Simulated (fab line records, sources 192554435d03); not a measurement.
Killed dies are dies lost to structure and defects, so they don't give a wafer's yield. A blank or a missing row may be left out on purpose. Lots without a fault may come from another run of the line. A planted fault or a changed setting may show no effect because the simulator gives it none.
Which tool did it? | flow n5_finfet | 10 lots, 30 wafers sampled, at 2 steps of a route of 1938

WHAT THE GAUGES READ, wafer by wafer
N5_BEOL_M8_OVL_MEAS_29. Usual: V7_OVL 0.4 nm, standard deviation 0.68.
lot  | measured     | on         | V7_OVL (nm)  | flag
L520 | day 10 21:21 | overlay-02 | -0.4 0.5 1.4 |
L522 | day 11 16:05 | overlay-02 | 1.5 0.5 1.0  |
L525 | day 11 19:35 | overlay-02 | 0.4 0.8 0.6  |
L526 | day 11 19:38 | overlay-02 | 1.6 0.2 0.2  |
L528 | day 12 14:52 | overlay-01 | 1.1 -0.4 0.9 |
L530 | day 13 10:54 | overlay-02 | 0.2 1.4 0.9  |
L535 | day 14 17:29 | overlay-01 | 0.1 0.1 0.9  |
L542 | day 16 06:08 | overlay-01 | -0.2 0.9 1.2 |
L541 | day 16 08:34 | overlay-02 | 0.6 2.2 1.8  |
L543 | day 16 12:47 | overlay-01 | 0.3 1.0 0.6  |

WHICH TOOL RAN EACH LOT (tool, then ch and the chambers of the sampled wafers, then the start)
lot  | N5_BEOL_M8_ETCH_61
L520 | rie_diel-05 ch 0,3, day 10 20:19
L522 | rie_diel-05 ch 0,2,3, day 11 13:58
L525 | rie_diel-05 ch 0,1,2, day 11 17:11
L526 | rie_diel-02 ch 1,3, day 11 17:23
L528 | rie_diel-04 ch 0,2,3, day 12 14:05
L530 | rie_diel-02 ch 0,2, day 13 08:44
L535 | rie_diel-02 ch 0,2, day 14 14:14
L542 | rie_diel-02 ch 1,2,3, day 16 05:22
L541 | rie_diel-02 ch 2,3, day 16 07:01
L543 | rie_diel-02 ch 0,3, day 16 10:16
- N5_BEOL_M8_ETCH_61: etches SiARC in CF4, target depth 45.5 nm, time 75.8 s.

WHAT THE TOOLS THEMSELVES READ (means of the sampled wafers that have a number; where no wafer has one, the mark that the record gives instead)
N5_BEOL_M8_ETCH_61. Usual: bias_w 35.99 W, standard deviation 0.12; drypump_motor_current_A 5.7 A, standard deviation 0.45; etch_rf_on_time_s 76.1 s, standard deviation 2.4; oes_product_au 0.68 a.u., standard deviation 0.089; rf_vpp_V 184.4 V, standard deviation 1.2; showerhead_plenum_p_Torr 2.17 Torr, standard deviation 0.073; throttle_valve_pct 15.57 %, standard deviation 0.29.
lot  | tool        | bias_w (W) | drypump_motor_current_A (A) | etch_rf_on_time_s (s) | oes_product_au (a.u.) | rf_vpp_V (V) | showerhead_plenum_p_Torr (Torr) | throttle_valve_pct (%) | flag
L520 | rie_diel-05 | 36.02      | 5.8                         | 78.9                  | 0.60                  | 184.0        | 2.12                            | 15.96                  |
L522 | rie_diel-05 | 35.99      | 5.7                         | 77.6                  | 0.60                  | 183.8        | 2.15                            | 15.81                  |
L525 | rie_diel-05 | 36.05      | 5.9                         | 76.6                  | 0.67                  | 184.8        | 2.20                            | 15.69                  |
L526 | rie_diel-02 | 35.87      | 5.2                         | 75.6                  | 0.59                  | 184.8        | 2.14                            | 15.79                  |
L528 | rie_diel-04 | 35.99      | 5.8                         | 76.7                  | 0.61                  | 183.1        | 2.10                            | 15.67                  |
L530 | rie_diel-02 | 36.13      | 6.2                         | 74.4                  | 0.71                  | 185.7        | 2.26                            | 15.48                  |
L535 | rie_diel-02 | 35.97      | 6.2                         | 75.2                  | 0.70                  | 186.9        | 2.25                            | 15.51                  |
L542 | rie_diel-02 | 36.04      | 5.7                         | 74.6                  | 0.74                  | 184.1        | 2.17                            | 15.46                  |
L541 | rie_diel-02 | 35.91      | 5.9                         | 73.2                  | 0.70                  | 184.7        | 2.19                            | 15.55                  |
L543 | rie_diel-02 | 35.95      | 5.2                         | 74.3                  | 0.75                  | 184.7        | 2.15                            | 15.31                  |

THE ANSWER, worked out from the rows above alone
Rule: a lot is off if the mean of its wafers that have a number lies more than 3 standard deviations from the usual mean. A lot without any number at a reading at which 4 lots or more have one is off too. The other lots that the step has rows for count as sound. The gauges are gone through in route order, then the tools' own readings, and for those a lot's mean is taken as printed above. The first step at which some lot is off is used, and at that step the reading that is off furthest; a lot without a number counts as furthest.
No lot is off at any reading shown: from this, nothing can be told.

WHAT THE SIMULATOR HAD PUT IN
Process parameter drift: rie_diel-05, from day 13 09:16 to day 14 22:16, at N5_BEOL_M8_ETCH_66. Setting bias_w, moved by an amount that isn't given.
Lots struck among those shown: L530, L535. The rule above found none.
